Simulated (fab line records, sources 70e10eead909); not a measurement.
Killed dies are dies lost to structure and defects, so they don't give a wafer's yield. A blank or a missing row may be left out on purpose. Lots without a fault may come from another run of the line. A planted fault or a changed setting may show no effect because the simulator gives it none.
fab line records | flow nand_harc | part 2 of 2: steps 5 to 6 of 6
record lots=23 wafers=69 last_day=24
route steps=1159 shown P_BONDPAD@351 A_CHANNEL_HOLE_D1@472 A_CHANNEL_FILL_D1@500 A_STAIRCASE@554
lots that met no fault: from a run of the same line without faults
start_h: hours from the record's first day to the start of the lot's first wafer shown | wait_h: hours since the lot's step before | " the same as in the row above | L1.1+2: a row that stands for several wafers | - no value, or no start given | * or withheld: withheld | < > ~ a bound
route shown NAME@n: a module of which the file shows steps, and the number in the route of the first | usual: mean/standard deviation of fault-free wafers | same: alike in all rows | chamber/n: place in a boat | sites: the reading at each site | _std_site: their standard deviation | _edge_site: outer sites' mean less inner sites' | radius_mm: how far each site lies from the wafer's centre | mask NAME#n: copy n | behind: the tool/chamber that last shaped the wafer | hold: why the lot was held/for how many hours/how that ended | device: the transistor (n, p or np) that didn't switch | end of line: the same wafers' tests at the end of the route | a step without rows: its recipe alone | killed: dies lost to structure and defects at the first sort, not the wafer's yield | map: a wafer's dies, x killed, . not, _ none there
set.NAME: the setting as run; set.NAME@STEP: as run at that earlier step | model.NAME: the simulator's own value behind a step, which no gauge read
steps of the route over a sample of lots; a table a step, a row a wafer
services: from which hour (start_h, from the record's first day; less than 0 if before it) a tool's chamber was out of use, for how many hours, and why
## steps
# step NHARC_A_CHANNEL_FILL_D1_ETCHBACK_20
# recipe target_depth_a=270 time_s=13.5 c4f8_flow_sccm=withheld o2_flow_sccm=8 ar_flow_sccm=withheld rf_w=600 bias_w=1500 chemistry=C4F8/O2/Ar
# usual bias_w=1499/4.2 oes_product_au=0.97/0.038 rf_vpp_V=980/4.6
# columns lot.wafer tool chamber start_h wait_h bias_w oes_product_au rf_hours_counter_h rf_vpp_V
L074.1 rie_diel-06 3 207.30 - 1497 0.91 3 984
L074.4 " 0 " " 1494 0.93 - 988
L074.6 " 3 " " 1504 0.91 - 984
L075.4 rie_diel-06 0 222.36 - 1497 0.93 - 986
L075.5 " 1 " " 1502 0.92 - 974
L075.6 " 3 " " 1502 0.93 - 985
L076.3 rie_diel-06 1 227.42 - 1500 1.00 4 975
L076.1 " 3 " " 1502 1.01 4 984
L076.6 " 1 " " 1492 1.00 - 974
L079.2 rie_diel-06 1 235.50 - 1501 0.92 4 973
L079.4 " 2 " " 1504 0.93 3 979
L079.6 " 2 " " 1501 0.93 - 978
L080.1 rie_diel-09 2 235.52 - 1497 0.91 31 982
L080.6 " 0 " " 1502 0.91 - 984
L080.5 " 1 " " 1501 0.91 - 974
L078.2 rie_diel-09 0 241.22 - 1497 0.92 31 984
L078.4 " 1 " " 1497 0.92 31 974
L078.6 " 3 " " 1498 0.92 - 976
L081.4 rie_diel-12 2 245.32 - 1498 1.00 2 979
L081.1 " 0 " " 1506 0.99 2 988
L081.6 " 2 " " 1498 1.00 - 979
L082.2 rie_diel-06 0 255.19 - 1501 1.00 0 987
L082.4 " 2 " " 1498 1.01 0 980
L082.6 " 1 " " 1496 1.00 - 973
L083.4 rie_diel-12 2 255.24 - 1499 1.00 2 979
L083.3 " 0 " " 1500 1.00 2 986
L083.5 " 3 " " 1491 1.02 - 977
L084.4 rie_diel-12 3 268.81 - 1497 0.99 3 978
L084.2 " 1 " " 1492 0.96 3 977
L084.5 " 3 " " 1501 0.98 - 977
L085.1 rie_diel-06 0 268.87 - 1494 1.00 0 988
L085.6 " 1 " " 1499 1.00 - 974
L085.5 " 2 " " 1499 1.01 - 979
L087.2 rie_diel-12 3 283.43 - 1495 1.01 3 979
L087.3 " 0 " " 1492 1.01 3 987
L087.6 " 2 " " 1491 1.01 - 979
L086.1 rie_diel-06 1 283.44 - 1498 1.00 1 974
L086.4 " 2 " " 1499 1.01 1 979
L086.2 " 0 " " 1505 1.00 1 988
L088.4 rie_diel-12 3 288.47 - 1490 0.98 3 978
L088.1 " 0 " " 1498 0.97 3 986
L088.5 " 0 " " 1498 0.96 - 987
L089.4 rie_diel-06 0 297.76 - 1502 1.00 1 988
L089.2 " 2 " " 1495 0.99 1 979
L089.5 " 0 " " 1499 1.00 - 987
L090.4 rie_diel-12 3 297.79 - 1495 0.94 3 978
L090.1 " 0 " " 1504 0.93 4 985
L090.6 " 3 " " 1499 0.93 - 978
L092.4 rie_diel-06 2 309.21 - 1492 1.01 1 978
L092.1 " 3 " " 1500 1.00 1 984
L092.6 " 2 " " 1493 1.00 - 979
L091.1 rie_diel-06 3 309.28 - 1503 1.01 1 983
L091.3 " 1 " " 1498 0.99 1 974
L091.6 " 2 " " 1494 1.01 - 980
L093.2 rie_diel-12 0 319.82 - 1502 0.92 4 987
L093.3 " 1 " " 1504 0.92 4 978
L093.6 " 3 " " 1503 0.93 - 979
L094.3 rie_diel-12 1 325.21 - 1493 0.92 4 981
L094.6 " 1 " " 1498 0.92 - 977
L094.5 " 2 " " 1486 0.92 - 978
L095.3 rie_diel-12 3 331.91 - 1502 0.93 5 977
L095.2 " 1 " " 1496 0.93 5 977
L095.5 " 3 " " 1501 0.93 - 977
L097.1 rie_diel-09 1 331.92 - 1506 1.01 15 973
L097.4 " 2 " " 1494 1.00 14 984
L097.6 " 0 " " 1504 1.00 - 982
L096.1 rie_diel-06 3 337.36 - 1496 0.93 2 986
L096.2 " 0 " " 1495 0.93 2 987
L096.4 " 1 " " 1501 0.91 2 972
# step NHARC_A_STAIRCASE_TRIM_18
# recipe time_s=211.2 o2_flow_sccm=500 ar_flow_sccm=0 bias_w=0 chemistry=O2
# usual drypump_motor_current_A=5.7/0.58 mfc_ar_sccm=0.010/0.012 oes_product_au=1.000/0.0077 rf_vpp_V=57.8/0.9 showerhead_plenum_p_Torr=3.57/0.16 throttle_valve_pct=17.036/0.0083
# same bias_w=0
# columns lot.wafer tool chamber start_h wait_h drypump_motor_current_A mfc_ar_sccm oes_product_au rf_hours_counter_h rf_vpp_V showerhead_plenum_p_Torr throttle_valve_pct
L074.1 rie_diel-02 0 - - 5.7 0.021 0.998 29 59.6 3.79 17.039
L074.4 " 2 " " 6.3 0.040 1.001 30 56.1 3.57 17.031
L074.6 " 0 " " 5.7 0.021 1.006 - 57.9 3.79 17.053
L075.4 rie_diel-07 2 - - 5.1 0 0.996 4 58.6 3.56 17.039
L075.6 " 0 " " 4.8 0.021 1.010 - 59.0 3.81 17.037
L075.5 " 1 " " 4.8 0.024 0.998 - 57.1 3.59 17.027
L076.1 rie_diel-02 0 - - 5.7 0.021 0.989 35 59.2 3.79 17.039
L076.3 " 1 " " 5.3 0.015 1.004 36 56.4 3.63 17.030
L076.6 " 1 " " 5.3 0.015 1.001 - 57.3 3.63 17.042
L080.1 rie_diel-02 3 - - 5.4 0 1.001 38 56.8 3.29 17.040
L080.5 " 1 " " 5.3 0.015 1.006 - 57.8 3.63 17.051
L080.6 " 3 " " 5.4 0 0.984 - 57.0 3.29 17.032
L079.2 rie_diel-02 0 - - 5.7 0.021 0.989 39 58.3 3.79 17.039
L079.6 " 0 " " 5.7 0.021 0.991 - 57.4 3.79 17.034
L079.4 " 3 " " 5.4 0 0.991 - 56.8 3.29 17.021
L078.4 rie_diel-08 0 - - 6.0 0 0.991 55 58.5 3.65 17.025
L078.2 " 1 " " 6.5 0.001 1.008 37 56.5 3.62 17.037
L078.6 " 2 " " 6.4 0 1.001 - 56.1 3.32 17.046
L081.4 rie_diel-08 1 - - 6.5 0.001 1.011 39 59.5 3.62 17.022
L081.1 " 2 " " 6.3 0 1.006 59 56.7 3.32 17.028
L081.6 " 0 " " 6.0 0 0.987 - 58.8 3.65 17.038
L083.4 rie_diel-08 3 - - 6.3 0 1.003 53 56.1 3.63 17.044
L083.3 " 1 " " 6.5 0.001 1.002 42 58.9 3.62 17.041
L083.5 " 2 " " 6.3 0 1.009 - 58.1 3.32 17.037
L082.4 rie_diel-02 0 - - 5.7 0.021 0.988 45 58.4 3.78 17.034
L082.2 " 1 " " 5.3 0.015 1.006 46 58.3 3.62 17.031
L082.6 " 3 " " 5.4 0 0.998 - 57.7 3.29 17.029
L084.2 rie_diel-08 0 - - 5.9 0 0.990 66 58.1 3.65 17.018
L084.4 " 1 " " 6.5 0.001 1.021 48 57.6 3.61 17.043
L084.5 " 3 " " 6.4 0 1.011 - 57.5 3.62 17.034
L085.1 rie_diel-02 1 - - 5.3 0.015 0.997 54 57.5 3.62 17.034
L085.5 " 2 " " 6.3 0.040 0.992 - 56.5 3.56 17.049
L085.6 " 3 " " 5.4 0 1.000 - 57.7 3.28 17.035
L086.4 rie_diel-08 2 - - 6.3 0 1.011 1 56.8 3.31 17.049
L086.2 " 3 " " 6.4 0 1.003 1 59.4 3.62 17.014
L086.1 " 0 " " 6.0 0 0.997 1 58.6 3.65 17.033
L087.3 rie_diel-08 2 - - 6.3 0 1.011 1 56.8 3.31 17.018
L087.2 " 0 " " 6.0 0 1.007 1 58.6 3.65 17.030
L087.6 " 3 " " 6.4 0 1.015 - 58.8 3.62 17.032
L088.1 rie_diel-08 0 - - 6.0 0 0.998 2 57.8 3.64 17.036
L088.4 " 1 " " 6.5 0.001 1.000 3 57.4 3.61 17.038
L088.5 " 0 " " 6.0 0 0.998 - 59.7 3.65 17.034
L090.1 rie_diel-07 2 - - 5.1 0 0.995 33 58.0 3.55 17.037
L090.4 " 0 " " 4.8 0.021 1.002 31 58.3 3.79 17.035
L090.6 " 1 " " 4.8 0.024 0.995 - 58.1 3.57 17.033
L089.4 rie_diel-08 2 - - 6.3 0 0.996 7 58.1 3.31 17.036
L089.2 " 3 " " 6.3 0 0.995 6 58.3 3.62 17.052
L089.5 " 0 " " 6.0 0 0.989 - 58.7 3.64 17.052
L092.4 rie_diel-08 0 - - 6.0 0 1.001 10 58.2 3.64 17.026
L092.1 " 2 " " 6.3 0 1.009 14 56.5 3.31 17.039
L092.6 " 1 " " 6.4 0.001 1.015 - 57.8 3.61 17.040
L091.3 rie_diel-07 1 - - 4.8 0.024 0.994 40 58.9 3.57 17.033
L091.1 " 3 " " 5.8 0.018 1.000 38 55.2 3.31 17.034
L091.6 " 0 " " 4.7 0.021 1.007 - 57.8 3.79 17.027
L093.2 rie_diel-02 1 - - 5.3 0.015 0.995 3 58.3 3.61 17.027
L093.3 " 3 " " 5.4 0 1.017 1 58.1 3.81 17.032
L093.6 " 1 " " 5.3 0.015 1.000 - 58.4 3.61 17.042
L094.3 rie_diel-07 3 - - 5.8 0.018 1.000 43 58.4 3.31 17.044
L094.6 " 2 " " 5.1 0 1.000 - 57.6 3.54 17.035
L094.5 " 3 " " 5.8 0.018 1.003 - 57.6 3.31 17.036
L095.3 rie_diel-07 3 - - 5.8 0.018 0.997 44 57.1 3.31 17.043
L095.2 " 0 " " 4.7 0.021 1.000 43 59.0 3.78 17.038
L095.5 " 1 " " 4.8 0.024 0.995 - 58.0 3.56 17.029
L097.4 rie_diel-08 1 - - 6.5 0.001 1.002 20 58.1 3.60 17.039
L097.1 " 2 " " 6.3 0 0.997 23 56.8 3.30 17.046
L097.6 " 3 " " 6.3 0 1.010 - 57.0 3.61 17.034
L096.2 rie_diel-02 2 - - 6.2 0.040 0.983 9 58.0 3.55 17.033
L096.4 " 3 " " 5.4 0 0.996 7 58.4 3.80 17.047
L096.1 " 1 " " 5.3 0.015 0.998 10 57.6 3.61 17.039
## services
# columns tool chamber start_h hours kind
pecvd-03 - 111.08 13.0 pm
rie_diel-08 - 124.80 9.0 pm
rie_diel-02 3 129.04 3.0 repair
rie_diel-08 1 136.12 32.4 repair
rie_diel-13 2 141.59 7.2 repair
rie_diel-12 - 149.33 0.8 repair
rie_diel-08 3 151.84 16.2 repair
pecvd-03 - 159.02 0.9 repair
pecvd-03 1 182.79 6.5 repair
rie_diel-06 2 194.81 6.5 repair
rie_diel-06 2 206.64 23.1 repair
rie_diel-13 3 215.88 16.3 repair
rie_diel-06 0 223.64 2.7 repair
rie_diel-13 3 240.86 2.9 repair
rie_diel-06 - 241.20 9.0 pm
rie_diel-13 0 253.61 6.2 repair
rie_diel-13 - 276.00 9.0 pm
pecvd-03 - 276.12 1.2 repair
rie_diel-13 2 285.39 9.3 repair
pecvd-03 - 292.25 13.0 pm
har_etch-01 - 307.29 17.0 pm
rie_diel-06 0 322.14 11.1 repair
rie_diel-06 2 338.58 5.9 repair
rie_diel-13 0 349.77 4.0 repair
